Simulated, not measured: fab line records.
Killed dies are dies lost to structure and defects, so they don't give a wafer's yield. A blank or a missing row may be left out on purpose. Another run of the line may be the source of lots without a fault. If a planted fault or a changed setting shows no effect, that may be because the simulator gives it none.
Lot-split experiment    flow n5-finfet    7 lots, 21 wafers read, on a route of 1938 steps

THE SPLIT ITSELF
At N5_BEOL_M4_COAT_22 (resist thk 30 nm), the setting spin-rpm was moved away from the recipe's 1500 rpm on 6 of the 21 wafers read, by -10.2% to +4.6%. All remaining wafers had this setting at the recipe value.

FROM THE SPLIT TO THE READING: what the file shows between them, 3 steps
- N5_BEOL_M4_EBR_24
- N5_BEOL_M4_SOFTBAKE_23: time 60 s
- N5_BEOL_M4_DESCUM_33: chemistry O2, time 7 s

THE READING
CAR-EUV_of_BEOL_M4_COAT_22.thk-nm (the simulator's own value, which no gauge read), in nm, at N5_BEOL_M4_ETCH_77 (etches underlayer in N2/H2, target depth 6.5 nm, time 5.2 s). The file gives no usual value for it. Across the 15 wafers here that went through the recipe, the average is 20.3 nm and the standard deviation 0.088 nm.

wafer   tool, chamber at the split  spin-rpm as run, rpm  against the recipe  CAR-EUV_of_BEOL_M4_COAT_22.thk-nm, nm  against lot-mates on the recipe
L077.2  litho-track-02, 0           1500                  recipe              20.4                                   -
L077.3  litho-track-02, 0           1569                  +4.6%               19.6                                   -0.7
L077.4  litho-track-02, 0           1500                  recipe              20.2                                   -
L078.2  litho-track-02, 0           1347                  -10.2%              21.8                                   +1.4
L078.6  litho-track-02, 0           1347                  -10.2%              21.8                                   +1.4
L078.5  litho-track-02, 0           1500                  recipe              20.4                                   -
L082.1  litho-track-03, 0           1355                  -9.7%               21.8                                   +1.6
L082.5  litho-track-03, 0           1355                  -9.7%               21.8                                   +1.6
L082.2  litho-track-03, 0           1500                  recipe              20.2                                   -
L088.1  litho-track-02, 0           1500                  recipe              20.4                                   -
L088.3  litho-track-02, 0           1500                  recipe              20.4                                   -
L088.4  litho-track-02, 0           1500                  recipe              20.2                                   -
L089.2  litho-track-01, 0           1500                  recipe              20.2                                   -
L089.3  litho-track-01, 0           1500                  recipe              20.4                                   -
L089.4  litho-track-01, 0           1500                  recipe              20.4                                   -
L094.1  litho-track-01, 0           1500                  recipe              20.4                                   -
L094.2  litho-track-01, 0           1500                  recipe              20.4                                   -
L094.3  litho-track-01, 0           1500                  recipe              20.4                                   -
L096.1  litho-track-01, 0           1500                  recipe              20.4                                   -
L096.2  litho-track-01, 0           1500                  recipe              20.4                                   -
L096.3  litho-track-01, 0           1392                  -7.2%               21.4                                   +1.0

THE FIT
A straight line over all 21 wafers: CAR-EUV_of_BEOL_M4_COAT_22.thk-nm changes by -0.147 nm for each +1% of spin-rpm; r = -0.99; the points scatter about the line by 0.082 nm.
The same after taking each lot's own level away (the mean of its wafers on the recipe; 21 wafers): -0.15 nm for each +1%; r = -0.99; scatter 0.091 nm.
On that fit, the largest move of spin-rpm shifts the reading by 1.5 nm.
From 20.20 to 20.40 nm: that is the span of the lots' own levels, equal to 2.3 times the standard deviation above.
The two slopes agree, so the slope changes little with the lot-to-lot level.
Check: with one of the wafers moved furthest among these (-10.2%) left out of the fit, the line predicts +1.56 nm for it against its lot-mates. Against them it came out at +1.4 nm.

THE WHOLE CHAIN: every reading that the file lists as answering this split, in the file's order
step                what it does                                                 reading                                                                             change (the file's fit)                r (the file's)
N5_BEOL_M4_COAT_22  resist thk 30 nm                                             CAR-EUV_of_BEOL_M4_COAT_22.thk-nm (the simulator's own value, which no gauge read)  -0.16 nm for each +1% of the setting   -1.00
N5_BEOL_M4_ETCH_77  etches underlayer in N2/H2, target depth 6.5 nm, time 5.2 s  CAR-EUV_of_BEOL_M4_COAT_22.thk-nm (the simulator's own value, which no gauge read)  -0.148 nm for each +1% of the setting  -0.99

FILE'S OWN FIT
CAR-EUV_of_BEOL_M4_COAT_22.thk-nm changes by -0.148 nm for each +1% of spin-rpm, r = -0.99.
